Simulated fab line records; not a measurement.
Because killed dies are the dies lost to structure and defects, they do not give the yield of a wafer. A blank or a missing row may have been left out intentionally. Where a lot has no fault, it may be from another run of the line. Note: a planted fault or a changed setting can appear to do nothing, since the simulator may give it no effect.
Which tool was responsible? || flow nandHarc || Sampling: 6 lots, 18 wafers, 4 of 1302 route steps

## WHAT EACH GAUGE READ, for each wafer
NHARC_A_ONON_D2_THK_MEAS_27: measures by ellipsometry.
{"lot": "L311", "measured": "day 13 02:43", "on": "filmMetro-01", "thkNm (nm)": "996 996 995"}
{"lot": "L313", "measured": "day 14 03:05", "on": "filmMetro-02", "thkNm (nm)": "1000 1001 1001"}
{"lot": "L324", "measured": "day 19 03:10", "on": "filmMetro-02", "thkNm (nm)": "982 980 982"}
{"lot": "L328", "measured": "day 20 16:56", "on": "filmMetro-01", "thkNm (nm)": "1002 1001 1001"}
{"lot": "L330", "measured": "day 21 13:52", "on": "filmMetro-02", "thkNm (nm)": "1002 1002 1002"}
{"lot": "L332", "measured": "day 21 23:05", "on": "filmMetro-01", "thkNm (nm)": "990 990 990"}

## WHAT TOOL EACH LOT RAN ON (gives the tool, then ch and the chambers of the sampled wafers, and finally the start)
{"lot": "L311", "NHARC_A_CHANNEL_HOLE_D1_ETCH_20": "harEtch-02 ch 0,1, day 8 19:20", "NHARC_A_CHANNEL_FILL_D1_ALD_14": "aldHk-03 ch 0,1,2, day 9 08:01", "NHARC_A_ONON_D2_DEP_25": "pecvdOnon-02 ch 0, day 13 02:16"}
{"lot": "L313", "NHARC_A_CHANNEL_HOLE_D1_ETCH_20": "harEtch-01 ch 0,1, day 9 20:01", "NHARC_A_CHANNEL_FILL_D1_ALD_14": "aldHk-03 ch 0,2,3, day 10 10:28", "NHARC_A_ONON_D2_DEP_25": "pecvdOnon-01 ch 0, day 14 02:35"}
{"lot": "L324", "NHARC_A_CHANNEL_HOLE_D1_ETCH_20": "harEtch-01 ch 0,1, day 14 21:27", "NHARC_A_CHANNEL_FILL_D1_ALD_14": "aldHk-01 ch 0,1,3, day 15 10:25", "NHARC_A_ONON_D2_DEP_25": "pecvdOnon-02 ch 0, day 19 02:38"}
{"lot": "L328", "NHARC_A_CHANNEL_HOLE_D1_ETCH_20": "harEtch-01 ch 0,1, day 16 03:04", "NHARC_A_CHANNEL_FILL_D1_ALD_14": "aldHk-01 ch 1,2,3, day 16 15:52", "NHARC_A_ONON_D2_DEP_25": "pecvdOnon-01 ch 0, day 20 16:29"}
{"lot": "L330", "NHARC_A_CHANNEL_HOLE_D1_ETCH_20": "harEtch-01 ch 0,1, day 17 04:49", "NHARC_A_CHANNEL_FILL_D1_ALD_14": "aldHk-01 ch 0,1, day 17 17:33", "NHARC_A_ONON_D2_DEP_25": "pecvdOnon-01 ch 0, day 21 13:25"}
{"lot": "L332", "NHARC_A_CHANNEL_HOLE_D1_ETCH_20": "harEtch-01 ch 0,1, day 17 16:57", "NHARC_A_CHANNEL_FILL_D1_ALD_14": "aldHk-01 ch 1,3, day 18 06:54", "NHARC_A_ONON_D2_DEP_25": "pecvdOnon-02 ch 0, day 21 22:35"}
- NHARC_A_CHANNEL_HOLE_D1_ETCH_20: etches the open film in C4F8/O2/Ar, time 361.9 s, target depth 1600 nm.
- NHARC_A_CHANNEL_FILL_D1_ALD_14: deposits SiO2, target thk 2.5 nm, pulse time 10 s, ald cycles 25.
- NHARC_A_ONON_D2_DEP_25: target thk 1000 nm.

## THE ANSWER, worked out from the rows above alone
Rule: what is usual is taken from the lots themselves. The widest of any qualifying gaps counts: lots, ordered by their means at a reading, are off when they make up no more than a third of the lots, leave a main group of 4 or more, and stand apart from it by 3 or more times the standard deviation of that group's means. Not used: any main group whose means are identical at the precision the tables above print for the reading. A lot without any number at a reading at which 4 lots or more have one is off too. All remaining lots with rows at the step are treated as sound.
Nothing can be told from this: no lot is off at any reading shown.

## WHAT HAD BEEN PUT IN BY THE SIMULATOR
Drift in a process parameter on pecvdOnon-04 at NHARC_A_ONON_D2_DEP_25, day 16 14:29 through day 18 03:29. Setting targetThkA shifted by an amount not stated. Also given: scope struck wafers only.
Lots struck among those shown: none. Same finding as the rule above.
